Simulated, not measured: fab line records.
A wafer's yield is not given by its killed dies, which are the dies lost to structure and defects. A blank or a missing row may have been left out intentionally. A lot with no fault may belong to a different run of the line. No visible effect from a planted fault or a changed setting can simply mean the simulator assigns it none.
fab line records	flow n5-finfet	part 2 of 2: steps 5 to 6 of 6
[record] lots = 18	wafers = 54	last-day = 17
route steps=1938 shown BEOL_M8@1370 BEOL_M9@1417
lots with no fault: from the same line, run without faults
start-h: hours from the record's opening day to when the first of the lot's shown wafers began	wait-h: hours since the lot's step before	" repeats the value in the row above	L1.1+2: a row that stands for several wafers	- no value, or no start given	* or withheld: withheld	< > ~ a bound
route shown NAME@n: a module of which the file shows steps, and the number in the route of the first	usual: the fault-free wafers' mean and standard deviation	same: alike in all rows	chamber/n: place in a boat	sites: readings site by site	_std_site: their standard deviation	_edge_site: mean of outer sites minus mean of inner sites	radius-mm: for every site, how far away it sits from the centre of the wafer	mask NAME#n: copy n	behind: tool/chamber where the wafer was last shaped	hold: what put the lot on hold/how long, in hours/how the hold closed	device: which transistor (n, p or np) failed to switch	end of line: tests run on the same wafers once the route is complete	a step given without rows: its recipe and nothing more	killed: count of dies lost to structure and defects at first sort (not the wafer's yield)	map: the dies of a wafer, with x for killed, . for not killed, _ for no die there
set.NAME: the setting that was run; set.NAME@STEP: the one run at that earlier step	model.NAME: the simulator's own value behind a step, which no gauge read
steps of the route over a sample of lots; a table a step, a row a wafer
services: the hour from which a tool's chamber was out of use, counted from the record's first day as start-h (under 0 if before that day), plus the number of hours and why
[[steps]]
[step N5_BEOL_M9_DESCUM_16]
[recipe] chemistry = O2	time-s = 7.9	source-power-w = 50	bias-power-w = 20	pressure-mtorr = 20	rf-frequency-hz = 2.712e+07	temp-c = 40	resist = CAR-ArF	o2-flow-sccm = 225
[usual] drypump-motor-current-A = 5.6/0.39	o2-flow-sccm = 225.1/0.75	oes-product-au = 0.79/0.084	rf-fwd-power-W = 49.30/0.27	rf-vpp-V = 242.8/1.5	showerhead-plenum-p-Torr = 2.07/0.074	throttle-valve-pct = 20.44/0.26
lot.wafer	tool	chamber	start-h	wait-h	drypump-motor-current-A	o2-flow-sccm	oes-product-au	rf-fwd-power-W	rf-hours-counter-h	rf-vpp-V	showerhead-plenum-p-Torr	throttle-valve-pct
L075.2	rie-diel-02	3	228.23	0.0	5.5	225.2	0.72	49.22	175	242.1	2.09	20.55
L075.3	"	2	"	"	5.7	225.2	0.67	49.72	239	243.4	2.05	20.24
L075.5	"	3	"	"	5.4	224.6	0.72	49.29	-	243.1	2.09	20.53
L074.3	rie-diel-03	3	233.94	0.5	6.3	225.2	0.80	49.27	119	245.8	2.19	20.48
L074.4	"	1	"	"	5.8	224.8	0.93	49.14	17	244.6	2.14	20.26
L074.5	"	1	"	"	5.8	224.2	0.93	48.99	-	243.1	2.14	20.26
L077.4	rie-diel-04	0	236.98	0.1	6.3	225.8	0.76	49.69	132	239.7	1.93	20.57
L077.5	"	0	"	"	6.4	225.5	0.76	49.60	-	239.6	1.93	20.57
L077.6	"	1	"	"	6.2	224.5	0.78	49.12	-	244.6	2.08	20.24
L079.2	rie-diel-02	1	250.67	0.0	5.2	224.9	0.89	49.00	41	242.1	2.05	20.09
L079.3	"	3	"	"	5.4	224.5	0.71	49.13	182	240.3	2.09	20.56
L079.4	"	2	"	"	5.8	225.3	0.66	49.67	246	242.5	2.04	20.24
L078.2	rie-diel-03	3	251.28	0.3	6.3	226.0	0.79	49.13	124	244.1	2.19	20.48
L078.3	"	1	"	"	5.8	223.7	0.92	49.01	22	245.0	2.13	20.28
L078.6	"	1	"	"	5.8	224.9	0.91	48.84	-	243.9	2.13	20.27
L080.2	rie-diel-02	0	251.51	0.1	5.0	224.9	0.76	49.20	168	239.7	1.92	20.59
L080.4	"	2	"	"	5.8	225.5	0.67	49.96	246	242.6	2.04	20.26
L080.5	"	3	"	"	5.4	226.3	0.71	49.38	-	242.5	2.09	20.56
L082.1	rie-diel-03	3	251.53	0.1	6.2	226.2	0.79	49.13	124	244.2	2.19	20.49
L082.2	"	0	"	"	5.4	224.8	0.70	49.75	205	241.4	2.10	21.03
L082.6	"	0	"	"	5.4	225.1	0.70	49.85	-	244.0	2.10	21.03
L081.2	rie-diel-02	1	259.13	0.2	5.2	224.9	0.87	49.12	45	241.9	2.05	20.08
L081.5	"	0	"	"	5.0	224.0	0.76	49.16	-	240.4	1.92	20.62
L081.6	"	3	"	"	5.4	225.2	0.71	49.37	-	243.1	2.09	20.56
L083.4	rie-diel-02	1	277.71	0.0	5.2	226.0	0.86	48.86	-	241.3	2.04	20.09
L083.5	"	0	"	"	5.0	224.7	0.76	48.92	-	240.1	1.92	20.61
L083.6	"	3	"	"	5.4	226.7	0.71	49.67	-	242.3	2.09	20.57
L084.2	rie-diel-03	3	298.30	0.7	6.3	226.3	0.79	49.18	136	243.9	2.18	20.48
L084.4	"	0	"	"	5.4	225.2	0.69	49.63	217	242.0	2.09	21.04
L084.6	"	1	"	"	5.8	225.3	0.89	48.95	-	243.8	2.13	20.29
L085.1	rie-diel-04	2	298.85	0.9	5.5	225.4	0.90	49.30	30	243.8	2.16	20.53
L085.4	"	1	"	"	6.2	225.0	0.75	49.24	134	243.2	2.08	20.27
L085.5	"	1	"	"	6.2	223.4	0.76	49.32	-	243.4	2.08	20.25
L091.1	rie-diel-03	0	311.85	0.2	5.4	225.1	0.69	49.32	222	244.3	2.09	21.05
L091.3	"	3	"	"	6.3	225.5	0.78	49.13	141	244.6	2.18	20.50
L091.6	"	1	"	"	5.8	224.0	0.88	49.20	-	245.1	2.13	20.30
L090.1	rie-diel-02	3	317.91	0.0	5.5	225.6	0.70	49.53	204	242.0	2.08	20.59
L090.2	"	2	"	"	5.7	225.2	0.96	49.61	11	243.0	2.04	20.03
L090.3	"	1	"	"	5.2	224.9	0.83	48.92	67	241.8	2.04	20.13
L092.1	rie-diel-03	2	320.20	0.1	5.7	226.0	0.80	49.25	97	244.0	2.11	20.45
L092.4	"	1	"	"	5.8	224.6	0.87	49.01	41	242.6	2.13	20.30
L092.5	"	2	"	"	5.7	225.3	0.81	49.46	-	241.6	2.11	20.43
L093.1	rie-diel-02	1	325.40	0.0	5.2	225.3	0.84	48.87	69	241.7	2.04	20.10
L093.4	"	0	"	"	5.0	224.3	0.75	49.04	193	240.5	1.91	20.63
L093.6	"	1	"	"	5.2	225.3	0.84	49.33	-	243.2	2.04	20.14
L094.2	rie-diel-02	2	345.89	0.3	5.8	223.5	0.95	49.37	20	241.7	2.04	19.99
L094.3	"	0	"	"	5.0	224.4	0.75	49.09	198	240.0	1.91	20.63
L094.6	"	1	"	"	5.2	224.7	0.83	49.15	-	241.5	2.04	20.14
L095.2	rie-diel-03	3	355.70	0.0	6.3	224.3	0.76	49.01	154	245.5	2.18	20.52
L095.4	"	2	"	"	5.7	225.1	0.79	49.30	109	243.0	2.10	20.48
L095.5	"	3	"	"	6.3	224.8	0.76	49.05	-	245.6	2.18	20.52
L097.2	rie-diel-02	3	360.24	0.1	5.4	225.6	0.68	49.45	216	243.7	2.08	20.61
L097.3	"	1	"	"	5.2	224.8	0.83	49.16	79	241.5	2.03	20.14
L097.5	"	3	"	"	5.5	224.5	0.68	49.49	-	241.7	2.08	20.60
[step N5_BEOL_M9_ETCH_61]
[recipe] chemistry = CF4	target = SiARC	target-depth-a = 390	mask-material = CAR-ArF	time-s = 65	ion-energy-ev = 80	pressure-mtorr = 40	source-w = 545	bias-w = 36	Ar_flow_sccm = 100	cf4-flow-sccm = 100	ends = cleared
[usual] bias-w = 36.00/0.11	drypump-motor-current-A = 5.6/0.39	etch-rf-on-time-s = 64.5/1.3	mfc-ar-sccm = 100.0/0.3	oes-product-au = 0.68/0.07	rf-fwd-power-W = 538/3	rf-vpp-V = 183.7/1.2	showerhead-plenum-p-Torr = 2.12/0.072	throttle-valve-pct = 15.62/0.25
lot.wafer	tool	chamber	start-h	wait-h	bias-w	drypump-motor-current-A	etch-rf-on-time-s	mfc-ar-sccm	oes-product-au	rf-fwd-power-W	rf-hours-counter-h	rf-vpp-V	showerhead-plenum-p-Torr	throttle-valve-pct
L075.2	rie-diel-02	3	228.26	0.0	36.01	5.5	64.8	99.8	0.62	539	175	184.9	2.13	15.68
L075.3	"	2	"	"	36.06	5.8	64.6	99.9	0.58	540	239	183.0	2.12	15.63
L075.5	"	3	"	"	36.05	5.5	64.7	99.8	0.61	538	-	185.2	2.13	15.67
L074.3	rie-diel-03	3	233.98	0.0	35.91	6.3	65.6	100.0	0.68	537	119	184.5	2.25	15.71
L074.4	"	1	"	"	36.10	5.8	62.7	100.7	0.79	533	17	184.2	2.18	15.40
L074.5	"	1	"	"	36.14	5.8	62.2	100.6	0.80	536	-	183.9	2.18	15.40
L077.4	rie-diel-04	0	237.01	0.0	35.89	6.3	66.3	100.2	0.66	539	132	182.7	2.00	15.79
L077.5	"	0	"	"	35.94	6.4	66.2	99.9	0.66	541	-	182.4	2.00	15.78
L077.6	"	1	"	"	36.05	6.2	62.7	100.2	0.68	536	-	183.0	2.16	15.59
L079.2	rie-diel-02	1	250.71	0.0	36.02	5.2	64.3	99.6	0.74	534	41	181.5	2.09	15.23
L079.3	"	3	"	"	36.04	5.4	66.1	100.2	0.61	539	182	182.9	2.13	15.70
L079.4	"	2	"	"	35.99	5.8	66.1	100.2	0.57	542	246	184.0	2.11	15.64
L078.2	rie-diel-03	3	251.32	0.0	35.88	6.3	64.3	100.5	0.68	536	124	185.3	2.24	15.71
L078.3	"	1	"	"	35.97	5.8	61.6	100.0	0.79	536	22	183.9	2.18	15.40
L078.6	"	1	"	"	36.10	5.8	61.7	100.1	0.79	532	-	184.2	2.18	15.43
L080.2	rie-diel-02	0	251.54	0.0	35.90	5.0	64.8	100.2	0.65	537	168	181.3	1.98	15.76
L080.4	"	2	"	"	36.23	5.8	66.1	100.3	0.58	541	246	184.0	2.11	15.64
L080.5	"	3	"	"	35.99	5.4	66.9	100.0	0.60	542	-	184.1	2.13	15.70
L082.1	rie-diel-03	3	251.57	0.0	36.08	6.3	64.5	100.0	0.68	536	124	185.0	2.24	15.72
L082.2	"	0	"	"	35.97	5.4	64.9	100.1	0.61	541	205	182.3	2.14	16.10
L082.6	"	0	"	"	35.98	5.4	64.7	99.8	0.61	539	-	184.7	2.14	16.11
L081.2	rie-diel-02	1	259.16	0.0	35.96	5.2	65.3	100.3	0.73	537	45	183.6	2.09	15.23
L081.5	"	0	"	"	36.05	5.0	64.8	99.8	0.65	536	-	181.9	1.98	15.76
L081.6	"	3	"	"	35.95	5.4	66.9	99.6	0.61	539	-	182.9	2.13	15.71
L083.4	rie-diel-02	1	277.75	0.0	36.06	5.2	64.6	99.9	0.72	535	-	183.7	2.09	15.23
L083.5	"	0	"	"	35.98	5.0	64.1	99.9	0.65	534	-	180.3	1.97	15.77
L083.6	"	3	"	"	35.95	5.5	65.7	100.0	0.60	537	-	183.2	2.13	15.73
L084.2	rie-diel-03	3	298.33	0.0	36.04	6.3	65.4	100.2	0.67	536	136	184.2	2.24	15.75
L084.4	"	0	"	"	36.09	5.4	65.7	100.0	0.59	540	217	184.8	2.13	16.11
L084.6	"	1	"	"	36.02	5.8	62.3	100.0	0.76	538	-	183.8	2.18	15.43
L085.1	rie-diel-04	2	298.89	0.0	35.98	5.5	63.8	99.9	0.76	540	30	184.3	2.19	15.51
L085.4	"	1	"	"	35.94	6.2	61.5	100.1	0.67	535	134	183.7	2.15	15.61
L085.5	"	1	"	"	36.03	6.2	62.0	100.1	0.67	538	-	183.7	2.15	15.60
L091.1	rie-diel-03	0	311.88	0.0	36.04	5.4	64.9	100.2	0.60	544	222	184.0	2.13	16.14
L091.3	"	3	"	"	35.75	6.3	64.5	99.9	0.67	536	141	183.4	2.24	15.74
L091.6	"	1	"	"	36.03	5.8	62.8	100.5	0.76	531	-	184.6	2.18	15.44
L090.1	rie-diel-02	3	317.95	0.0	36.16	5.4	64.6	100.1	0.60	537	204	183.8	2.12	15.74
L090.2	"	2	"	"	35.86	5.8	63.4	100.6	0.84	540	11	184.4	2.11	15.24
L090.3	"	1	"	"	35.87	5.2	64.7	100.3	0.71	533	67	183.6	2.08	15.25
L092.1	rie-diel-03	2	320.24	0.0	35.76	5.7	64.8	100.1	0.69	539	97	183.8	2.15	15.64
L092.4	"	1	"	"	36.02	5.8	62.6	99.7	0.76	538	41	183.4	2.18	15.46
L092.5	"	2	"	"	35.84	5.7	64.8	99.8	0.68	537	-	184.1	2.15	15.64
L093.1	rie-diel-02	1	325.44	0.0	35.89	5.2	64.6	100.3	0.71	532	69	183.4	2.08	15.27
L093.4	"	0	"	"	35.89	5.0	63.4	100.0	0.64	536	193	181.3	1.97	15.82
L093.6	"	1	"	"	35.92	5.2	64.3	99.8	0.71	534	-	184.3	2.08	15.28
L094.2	rie-diel-02	2	345.93	0.0	36.18	5.7	63.7	100.2	0.81	540	20	181.7	2.10	15.23
L094.3	"	0	"	"	35.82	5.0	63.5	100.0	0.64	535	198	181.6	1.97	15.83
L094.6	"	1	"	"	36.12	5.2	65.0	99.5	0.69	533	-	183.9	2.08	15.29
L095.2	rie-diel-03	3	355.73	0.0	35.91	6.3	65.2	100.3	0.65	536	154	184.3	2.23	15.79
L095.4	"	2	"	"	36.11	5.7	66.4	99.3	0.67	537	109	185.0	2.15	15.67
L095.5	"	3	"	"	35.79	6.3	65.4	100.0	0.65	534	-	185.5	2.23	15.78
L097.2	rie-diel-02	3	360.27	0.0	35.99	5.4	65.9	99.9	0.58	539	216	183.1	2.12	15.77
L097.3	"	1	"	"	35.70	5.2	65.1	100.0	0.69	533	79	184.3	2.08	15.28
L097.5	"	3	"	"	35.92	5.4	66.5	99.9	0.58	542	-	184.2	2.12	15.78
[[services]]
tool	chamber	start-h	hours	kind
rie-diel-02	1	204.40	10.7	repair
rie-diel-06	3	225.92	16.6	repair
rie-diel-03	0	239.43	7.2	repair
rie-diel-02	0	259.82	6.2	repair
rie-diel-01	3	263.49	2.6	repair
rie-diel-02	2	266.34	-	clean
rie-diel-02	2	266.34	-	consumable-replace:focus-ring
rie-diel-02	2	266.34	18.4	scheduled-down
rie-diel-02	2	266.34	18.4	vent-cycle
rie-diel-01	3	266.36	-	clean
rie-diel-01	3	266.36	-	consumable-replace:focus-ring
rie-diel-01	3	266.36	24.7	scheduled-down
rie-diel-01	3	266.36	24.7	vent-cycle
rie-diel-04	2	277.56	5.6	repair
rie-diel-06	1	287.58	-	clean
rie-diel-06	1	287.58	-	consumable-replace:focus-ring
rie-diel-06	1	287.58	-	consumable-replace:showerhead
rie-diel-06	1	287.58	19.8	scheduled-down
rie-diel-06	1	287.58	19.8	vent-cycle
rie-diel-05	-	290.15	2.6	repair
rie-diel-06	0	300.58	5.8	repair
rie-diel-03	3	325.77	3.3	repair
rie-diel-06	-	348.84	2.8	pm
rie-diel-05	0	350.53	25.4	repair
